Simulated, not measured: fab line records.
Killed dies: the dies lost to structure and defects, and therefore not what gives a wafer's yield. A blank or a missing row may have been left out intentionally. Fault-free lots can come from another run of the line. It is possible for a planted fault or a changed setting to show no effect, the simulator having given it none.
Matching of chambers | flow nand harc | NHARC_A_STAIRCASE_ALD_415 on ald hk-01 has 4 sister chambers
The step deposits SiO2, target thk 30 nm, pulse time 6 s, ald cycles 300. 4 wafers are shown with their chamber, then 8 later ones without.

## EACH WAFER AND ITS CHAMBER
wafer  | chamber | heater power w (W)
L079.1 | 3       | 542
L083.4 | 0       | 516
L083.6 | 1       | 447
L088.1 | 2       | 449

## WAFERS MISSING THEIR CHAMBER
wafer  | heater power w (W)
L088.4 | 444
L088.5 | 443
L089.1 | 539
L089.3 | 443
L089.6 | 425
L091.2 | 440
L091.3 | 520
L091.6 | 436

## THE CHAMBER EACH PASSED THROUGH
wafer  | from the rows above     | in truth
L088.4 | can't be placed: 1 or 2 | 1
L088.5 | can't be placed: 1 or 2 | 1
L089.1 | 3                       | 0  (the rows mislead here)
L089.3 | can't be placed: 1 or 2 | 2
L089.6 | can't be placed: 1 or 2 | 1
L091.2 | can't be placed: 1 or 2 | 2
L091.3 | can't be placed: 0 or 3 | 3
L091.6 | can't be placed: 1 or 2 | 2
Placed correctly: 0 of 8. Not placeable from these rows: 7 (in 7, the candidates include the true chamber). 1 placed wrongly.
How it was worked out, from the rows above alone: a wafer's distance from a chamber is the root of the sum, over the readings, of the square of ((its reading less the chamber's mean) divided by the reading's scatter). If the next closest chamber is less than 2 further off than the closest, the wafer can't be placed; otherwise it belongs to the closest. A chamber's mean is the mean of its shown wafers. The scatter (one wafer shown for each chamber): square how far every hidden wafer sits from the nearest shown wafer, average those squares and take the square root.
